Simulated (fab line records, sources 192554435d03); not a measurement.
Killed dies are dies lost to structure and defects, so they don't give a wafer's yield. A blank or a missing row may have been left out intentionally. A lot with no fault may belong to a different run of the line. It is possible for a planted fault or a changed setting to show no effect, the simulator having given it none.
Matching of chambers || flow n5_finfet || N5_SD_EPI_N_ETCH_34 on rie_diel-01 has 4 sister chambers
The step etches SiARC in CF4, target depth 45.5 nm, time 75.8 s. 4 wafers are shown with their chamber, then 10 later ones without.

WAFERS, EACH WITH ITS CHAMBER
{"wafer": "L081.2", "chamber": 1, "showerhead_plenum_p_Torr (Torr)": 2.26}
{"wafer": "L084.6", "chamber": 3, "showerhead_plenum_p_Torr (Torr)": 2.07}
{"wafer": "L089.1", "chamber": 2, "showerhead_plenum_p_Torr (Torr)": 2.11}
{"wafer": "L089.2", "chamber": 0, "showerhead_plenum_p_Torr (Torr)": 2.21}

WAFERS WHOSE CHAMBER IS MISSING
{"wafer": "L089.6", "showerhead_plenum_p_Torr (Torr)": 2.21}
{"wafer": "L091.1", "showerhead_plenum_p_Torr (Torr)": 2.21}
{"wafer": "L091.4", "showerhead_plenum_p_Torr (Torr)": 2.07}
{"wafer": "L091.5", "showerhead_plenum_p_Torr (Torr)": 2.11}
{"wafer": "L092.1", "showerhead_plenum_p_Torr (Torr)": 2.25}
{"wafer": "L092.3", "showerhead_plenum_p_Torr (Torr)": 2.07}
{"wafer": "L092.5", "showerhead_plenum_p_Torr (Torr)": 2.21}
{"wafer": "L093.3", "showerhead_plenum_p_Torr (Torr)": 2.11}
{"wafer": "L093.4", "showerhead_plenum_p_Torr (Torr)": 2.25}
{"wafer": "L093.6", "showerhead_plenum_p_Torr (Torr)": 2.25}

EACH ONE'S CHAMBER
{"wafer": "L089.6", "from the rows above": 0, "in truth": 0}
{"wafer": "L091.1", "from the rows above": 0, "in truth": 0}
{"wafer": "L091.4", "from the rows above": 3, "in truth": 3}
{"wafer": "L091.5", "from the rows above": 2, "in truth": 2}
{"wafer": "L092.1", "from the rows above": 1, "in truth": 1}
{"wafer": "L092.3", "from the rows above": 3, "in truth": 3}
{"wafer": "L092.5", "from the rows above": 0, "in truth": 0}
{"wafer": "L093.3", "from the rows above": 2, "in truth": 2}
{"wafer": "L093.4", "from the rows above": 1, "in truth": 1}
{"wafer": "L093.6", "from the rows above": 1, "in truth": 1}
Correctly placed: 10 of 10. Not placeable from these rows: 0. 0 placed wrongly.
How it was worked out, from the rows above alone: a wafer's distance from a chamber is the root of the sum, over the readings, of the square of ((its reading less the chamber's mean) divided by the reading's scatter). The wafer belongs to the nearest chamber; if the next one is less than 2 further off, it can't be placed. The mean given for a chamber averages the wafers shown for that chamber. The scatter: with one shown wafer a chamber, the root of the mean of the squares of how far each hidden wafer lies from its nearest shown one.
